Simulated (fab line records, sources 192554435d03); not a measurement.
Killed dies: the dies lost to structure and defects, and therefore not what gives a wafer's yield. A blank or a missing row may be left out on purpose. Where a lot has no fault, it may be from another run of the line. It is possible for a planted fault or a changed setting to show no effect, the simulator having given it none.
Code-filled problem report in 8D (eight disciplines) form    flow n5 finfet    the parts of the form that need people (team, actions taken, sign-off) are left out

== 1. PROBLEM STATEMENT ==
COMB_M10 at N5_BEOL_M15_RC_MEAS_101 reads a mean of 4.3e-11 S/m on 6 wafers of 3 lots; wafers without a fault read 1.4e-11 S/m with a standard deviation of 3e-12. That is +9.7 standard deviations from the usual mean.
First observed at day 12 08:35: wafer L748.1, on prober-02. The record holds 24 wafers of 8 lots with a number at this step. By rule, "out" or "out of limits" means more than 4 standard deviations away from the usual mean. All remaining wafers that have a number are taken as sound.

== 2. WHAT IT IS AND WHAT IT IS NOT ==
question                      is                                              is not
which readings at this step   COMB_M10, COMB_M10_max_site                     COMB_M12, COMB_M14, COMB_M15, COMB_M5, COMB_M8, COMB_M9, SERP_M11, SERP_M14, SERP_M5, SERP_M6_max_site, SERP_M7, SERP_M8, SERP_M9, SERP_M9_max_site
which lots                    L748, L749, L750                                L760, L761, L763, L765, L767
which wafers of those lots    L748.1, L748.4, L748.6, L749.1, L749.6, L750.4  L749.3, L750.3, L750.5
read on which gauges          prober-01, prober-02                            -
when                          from day 12 08:35                               up to then (0 sound wafers); but 18 sound wafers of L749, L750, L760, L761, L763, L765, L767 came after
where on the wafer (9 sites)  all sites                                       -

== 3. THE SUSPECTS, EACH WITH WHAT RULES IT OUT ==
Counting: if a tool at a process step up to the reading ran every lot that is out, it stays a suspect. Sound lots after the first of them don't rule it out here, since some wafers of a struck lot are sound.
- the gauge at N5_BEOL_M15_RC_MEAS_101: ruled out. Those wafers that are out were read across 2 gauges (prober-01, prober-02).
- ald metal-01 at N5_BEOL_M10_ALD_74 (deposits TaN, target thk 2 nm, pulse time 2 s, purge time 3 s): kept. It ran every lot that is out, first L748 (day 11 00:10).
Remaining after the count: ald metal-01 at N5_BEOL_M10_ALD_74.

== 4. THE CAUSE (what the simulator had put in) ==
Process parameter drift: ald metal-01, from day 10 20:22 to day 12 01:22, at N5_BEOL_M10_ALD_74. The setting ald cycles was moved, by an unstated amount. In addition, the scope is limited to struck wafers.
This tool alone remained once counting was done.

== 5. SEQUENCE OF EFFECTS, ordered by route ==
Rows list readings where the struck wafers' mean (over those with a number) sits beyond 3 standard deviations from the usual. Scope: only readings with a usual standard deviation given in the record; hours: median across lots of the time from each lot's start at the first step in this table that gives one to its start at this step; sigmas: change in usual standard deviations.
hours  step                     reading            usual        on struck wafers  change    sigmas
0      N5_BEOL_M15_RC_MEAS_101  COMB_M10           1.4e-11 S/m  4.3e-11           +2.9e-11  +9.7
0      N5_BEOL_M15_RC_MEAS_101  COMB_M10_max_site  2.1e-11 S/m  5.9e-11           +3.8e-11  +8.4

== 6. WHAT WOULD HAVE CAUGHT IT SOONER ==
36 hours passed between the start of the fault at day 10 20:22 and the first reading out of limits at a measuring or inspecting step in this record, taken at day 12 08:35.
An alarm limit of 4 standard deviations would not have fired on the tool readings at N5_BEOL_M10_ALD_74 for which the record gives a usual standard deviation, since none of them was out on any struck wafer.
By day 12 08:35 the whole set of lots that are out, 3 in number, had already begun N5_BEOL_M10_ALD_74 on ald metal-01. Had the tool been put on hold then, not one of them would have been saved.
